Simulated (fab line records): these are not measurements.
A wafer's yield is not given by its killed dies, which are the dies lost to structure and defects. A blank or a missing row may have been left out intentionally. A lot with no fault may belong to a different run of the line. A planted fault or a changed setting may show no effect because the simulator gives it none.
A lot that was struck, set against a sound lot	flow nand_harc	15 out of 1159 route steps
Sound: the wafers L836.1, L836.2, L836.3. Struck: wafer L850.3. (L850.4, L850.6 of the same lot were not struck and are left out.) The cause comes at the end.
Per side, at each step with rows, come the tool, then ch with its chambers, and then its first start. Under that, the readings that differ: sound wafers	struck wafers	difference of the means	sigmas: that difference in standard deviations of wafers without a fault.
alike: a reading whose means differ by less than 2 such deviations, as well as words and numbers matching on both sides. not compared: withheld readings; readings where some wafer has no value; bounds like >300 that might hide an equal value; numbers whose values overlap and for which the record gives no deviation.
Wherever a step has rows on one side only, a row that says differs or no value, or a row with sigmas, the two part there. Numbers that don't overlap but have no deviation are shown without sigmas and don't part them. Lack of a reading on every wafer of one side parts them only where that side has two or more wafers.

first, 4 steps without rows for these wafers: NHARC_P_M2_EBR_05; NHARC_P_M2_EXPOSE_06 (exposes mask P M2, target cd 170 nm); NHARC_P_M2_PEB_07 (peb time 65 s); NHARC_P_M2_DEVELOP_08 (develop time 35 s).
NHARC_P_M2_CD_MEAS_09: target cd 170 nm.
  sound on cd_sem-02 ch 0, day 6 12:16; struck on cd_sem-03 ch 0, day 10 07:31
  alike: cd_nm
NHARC_P_M2_OVL_MEAS_10: pitch 340 nm.
  struck on overlay-02, day 10 07:35; sound on overlay-01, day 6 12:21
  alike: overlay_x_nm, overlay_y_nm
NHARC_P_M2_INSPECT_11:
  struck on defect_inspect-01, day 10 07:38; sound on defect_inspect-01, day 6 12:23
  alike: raw_defect_count
NHARC_P_M2_DESCUM_14: chemistry O2, time 3 s.
  sound on rie_diel-03 ch 0,1,3, day 6 12:27; struck on rie_diel-13 ch 2, day 10 07:41
reading	sound	struck	difference	sigmas
rf_hours_counter_h (h)	24 30 29	4	-24	
  alike: drypump_motor_current_A, oes_product_au, rf_vpp_V, showerhead_plenum_p_Torr, throttle_valve_pct
NHARC_P_M2_ETCH_35: etches the open film in N2/H2, target depth 40 nm, overetch 12 nm, time 43.94 s.
  sound on rie_diel-03 ch 0,1,3, day 6 12:33; struck on rie_diel-13 ch 3, day 10 07:46
reading	sound	struck	difference	sigmas
rf_hours_counter_h (h)	30 24 29	4	-24	
  alike: drypump_motor_current_A, oes_product_au, rf_vpp_V, showerhead_plenum_p_Torr, throttle_valve_pct
NHARC_P_M2_ETCH_15: etches the open film in C4F8/Ar, target depth 182.5 nm, time 91.2 s.
  sound on rie_diel-03 ch 0,1,2; struck on rie_diel-13 ch 2
reading	sound	struck	difference	sigmas
rf_hours_counter_h (h)	26 29 24	4	-22	
  alike: oes_product_au, rf_vpp_V
NHARC_P_M2_CD_MEAS_16:
  struck on cd_sem-03, day 10 07:59; sound on cd_sem-01, day 6 12:49
  alike: cd_nm
NHARC_P_M2_STRIP_18: strips in N2/H2.
  sound on rie_diel-13 ch 1,2,3, day 6 12:55; struck on rie_diel-13 ch 1, day 10 08:04
reading	sound	struck	difference	sigmas
rf_hours_counter_h (h)	1 1 1	4	+3	
rf_vpp_V (V)	91.1 90.5 89.9	88.2	-2.3	-2
  alike: drypump_motor_current_A, oes_product_au, power_w, showerhead_plenum_p_Torr, throttle_valve_pct
NHARC_P_M2_ETCH_28: etches the open film in CF4/N2, target depth 30 nm, time 72.99 s.
  sound on rie_diel-13 ch 0,1,3, day 6 13:08; struck on rie_diel-13 ch 0, day 10 08:19
reading	sound	struck	difference	sigmas
oes_product_au (a.u.)	1.002 0.988 1.014	0.876	-0.125	-13
rf_hours_counter_h (h)	1 1 1	4	+3	
  alike: drypump_motor_current_A, rf_vpp_V, showerhead_plenum_p_Torr, throttle_valve_pct
then, 1 step without rows for these wafers: NHARC_P_M2_STRIP_19 (strips in post etch residue remover, time 600 s).
-- the record jumps here: 14 days lie between the struck wafers' starts before and after (it left off in module P_M2 and takes up again in module END, whose first step shown is number 1159 of the route) --
NHARC_END_SORT_01:
  sound on prober-01 ch 0, day 20 08:54; struck on prober-01 ch 0, day 24 05:51
reading	sound	struck	difference	sigmas
killed_short	4 2 3	0	-3	-2
  alike: defect_limited_yield, killed_at_array, killed_at_other, killed_at_periphery, killed_dies, killed_open, sort_bin_2_pct, sort_bin_3_pct, sort_bin_4_pct, sort_n_pass, sort_rim_yield_pct, sort_yield_pct

WHERE THEY PART
Earliest at NHARC_P_M2_STRIP_18; latest, in this record, at NHARC_END_SORT_01.

WHY: what the simulator had put in
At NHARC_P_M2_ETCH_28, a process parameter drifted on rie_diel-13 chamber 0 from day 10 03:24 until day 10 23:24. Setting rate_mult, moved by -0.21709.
